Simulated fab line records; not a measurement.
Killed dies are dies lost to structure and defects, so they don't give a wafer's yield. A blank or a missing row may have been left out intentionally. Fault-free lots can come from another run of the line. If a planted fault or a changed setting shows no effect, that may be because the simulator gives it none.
8D (eight disciplines) problem report, filled in by code    flow n5_finfet    the parts of the form that need people (team, actions taken, sign-off) are left out

== 1. WHAT WENT WRONG ==
Mean of run_length_s at N5_HKMG_FIN_ETCH_58: 428.8 s across 9 wafers in 3 lots; on wafers with no fault it is 764.4 s (standard deviation 0.49). That is -99 or more standard deviations from the usual mean.
The step: etches SOC in N2/H2, target depth 215.8 nm, time 741 s.
The first sign was on wafer L610.3 at day 9 08:46, on rie_diel-05. The record holds 36 wafers of 12 lots with a number at this step. Rule for "out", or "out of limits": more than 4 standard deviations from the usual mean. All remaining wafers that have a number are taken as sound.

== 2. WHAT IT IS, AND WHAT IT ISN'T ==
question                     is                      is not
which readings at this step  run_length_s            drypump_motor_current_A, oes_product_au, showerhead_plenum_p_Torr, throttle_valve_pct
which lots                   L610, L611, L612        L591, L592, L593, L597, L599, L602, L607, L613, L614
which wafers of those lots   all that have a number  -
read on which tools          rie_diel-05             rie_diel-02, rie_diel-04
when                         from day 9 08:46        up to then (21 sound wafers); but 6 sound wafers of L613, L614 came after

== 3. THE SUSPECTS, EACH WITH WHAT RULES IT OUT ==
Counting: a tool at any process step up to the reading remains a suspect when it ran all the lots that are out and ran no sound lot after the first of those.
- rie_diel-05 at N5_HKMG_FIN_ETCH_58 (etches SOC in N2/H2, target depth 215.8 nm, time 741 s): kept. It processed each lot that is out, first L610 at day 9 08:46, and no sound lot thereafter; up to then, the last sound lot it processed was L602 at day 7 10:08. Out on those wafers are its own readings of run_length_s.
The count leaves rie_diel-05 at N5_HKMG_FIN_ETCH_58.

== 4. THE CAUSE (what the simulator had put in) ==
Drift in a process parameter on rie_diel-05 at N5_HKMG_FIN_ETCH_58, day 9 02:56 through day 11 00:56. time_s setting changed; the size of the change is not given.
Counting left only this tool.

== 5. THE CHAIN OF EFFECTS, in route order ==
Each row: a reading whose mean over the struck wafers that have a number lies more than 3 standard deviations from the usual. Readings are gone through only where the record gives a usual standard deviation; hours: the median, over the lots, of the time from a lot's start at the first step in this table giving one to that lot's start at this step; sigmas: the change measured in usual standard deviations.
hours  step                 reading       usual    on struck wafers  change  sigmas
0      N5_HKMG_FIN_ETCH_58  run_length_s  764.4 s  428.8             -335.6  -99 or more
Here are the process steps it includes:
- N5_HKMG_FIN_ETCH_58: etches SOC in N2/H2, target depth 215.8 nm, time 741 s.

== 6. HOW IT WOULD HAVE BEEN CAUGHT EARLIER ==
In this record no reading fell out of limits until day 9 08:46, 6 hours after the fault had begun at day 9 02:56.
